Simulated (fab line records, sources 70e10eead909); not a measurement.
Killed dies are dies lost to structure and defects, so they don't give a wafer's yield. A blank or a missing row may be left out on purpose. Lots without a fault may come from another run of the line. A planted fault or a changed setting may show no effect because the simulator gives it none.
A struck lot beside a sound one | flow nand_harc | 24 steps out of a route of 1159
Sound: wafers L680.2, L680.4, L680.5. Struck: wafers L670.2, L670.5, L670.6. The cause comes at the end.
At each step with rows: each side's tool, then ch and its chambers, then its first start. Under that, the readings that differ: sound wafers | struck wafers | difference of the means | sigmas: that difference in standard deviations of wafers without a fault.
alike: readings whose means differ by less than 2 such deviations, and words and numbers that are the same on both sides. not compared: withheld readings, readings that some wafer has no value for, bounds like >300 that may hide the same value, and numbers for which the record gives no deviation and whose values overlap.
The two part at a step that has a row with sigmas, a row that says differs or no value, or rows on one side only. Numbers that don't overlap but have no deviation are shown without sigmas and don't part them. A reading that every wafer of one side lacks parts them only if that side has two wafers or more.

first, 1 step without rows for these wafers: NHARC_P_STI_HARDBAKE_13 (time 65 s).
NHARC_P_STI_DESCUM_14: chemistry O2, time 3 s.
  sound on rie_diel-10 ch 2,3, day 5 23:10; struck on rie_diel-10 ch 1,2,3, day 3 13:41
  alike: drypump_motor_current_A, oes_product_au, rf_vpp_V, showerhead_plenum_p_Torr, throttle_valve_pct
  not compared: rf_hours_counter_h
NHARC_P_STI_ETCH_42: etches the open film in N2/H2, target depth 80 nm, overetch 24 nm, time 61 s.
  sound on rie_diel-10 ch 0,2, day 5 23:15; struck on rie_diel-10 ch 0,1,2, day 3 13:46
  alike: drypump_motor_current_A, oes_product_au, rf_vpp_V, showerhead_plenum_p_Torr, throttle_valve_pct
  not compared: rf_hours_counter_h
NHARC_P_STI_ETCH_31: etches the open film in CF4/CHF3, target depth 108.9 nm, time 54.5 s.
  sound on rie_diel-10 ch 0,3; struck on rie_diel-10 ch 1,2,3
  alike: drypump_motor_current_A, oes_product_au, rf_vpp_V, showerhead_plenum_p_Torr, throttle_valve_pct
  not compared: rf_hours_counter_h
NHARC_P_STI_ETCH_15: etches the open film in HBr/Cl2, target depth 300 nm, time 100.1 s.
  sound on rie_si-01 ch 1,3, day 5 23:26; struck on rie_si-04 ch 0,1,3, day 3 13:58
  alike: drypump_motor_current_A, oes_product_au, throttle_valve_pct
  not compared: rf_hours_counter_h
NHARC_P_STI_CD_MEAS_16:
  sound on cd_sem-02, day 5 23:36; struck on cd_sem-02, day 3 14:07
  alike: cd_nm
NHARC_P_STI_OCD_MEAS_17:
  sound on ocd-01, day 5 23:41; struck on ocd-02, day 3 14:13
  alike: trench_depth_nm, trench_foot_cd_nm
then, 3 steps without rows for these wafers: NHARC_P_STI_STRIP_19 (strips in SPM, time 900 s); NHARC_P_STI_PRECLEAN_32 (cleans in SC1); NHARC_P_STI_SRD_23.
NHARC_P_STI_OCD_MEAS_43:
  sound on ocd-02, day 6 00:13; struck on ocd-02, day 3 14:43
  alike: trench_depth_nm, trench_foot_cd_nm
then, 1 step without rows for these wafers: NHARC_P_STI_OXIDE_33 (material SiO2, target thk 10 nm, ox time 281 s).
NHARC_P_STI_HDPCVD_20: deposits SiO2.
  sound on hdpcvd-01 ch 0,1, day 6 07:47; struck on hdpcvd-01 ch 0,1, day 4 01:26
then, 1 step without rows for these wafers: NHARC_P_STI_ANNEAL_34 (time 1800 s).
NHARC_P_STI_CMP_21: polishes, t overpolish 20 s, target thk 380.67 nm.
  sound on cmp-01 ch 0,1,3, day 6 14:04; struck on cmp-03 ch 0,3, day 4 10:06
  alike: motor_current_A, overpolish_run_s, slurry_filter_dp_kPa
  not compared: pad_life_wafers
then, 7 steps without rows for these wafers: NHARC_P_STI_SRD_35; NHARC_P_STI_ETCH_36 (etches SiO2 in dHF, target depth 38.8 nm); NHARC_P_STI_STRIP_24 (strips Si3N4 in H3PO4); NHARC_P_STI_ETCH_37 (etches SiO2 in dHF, target depth 11 nm); NHARC_P_STI_PRECLEAN_38 (cleans in SC1); NHARC_P_STI_SRD_39; NHARC_P_STI_OXIDE_40 (material SiO2, target thk 10 nm, ox time 1362 s).
NHARC_P_STI_INSPECT_25:
  sound on defect_inspect-02, day 6 22:30; struck on defect_inspect-01, day 4 18:35
  alike: raw_defect_count
-- the record jumps here: 16 days lie between the struck wafers' starts before and after (it left off in module P_STI and takes up again in module END, whose first step shown is number 1159 of the route) --
NHARC_END_SORT_01:
  the record has rows for the struck wafers here (prober-01 ch 0, day 20 10:40) and none for the sound ones

WHERE THEY PART
Only at NHARC_END_SORT_01, within this record.

WHY: what the simulator had put in
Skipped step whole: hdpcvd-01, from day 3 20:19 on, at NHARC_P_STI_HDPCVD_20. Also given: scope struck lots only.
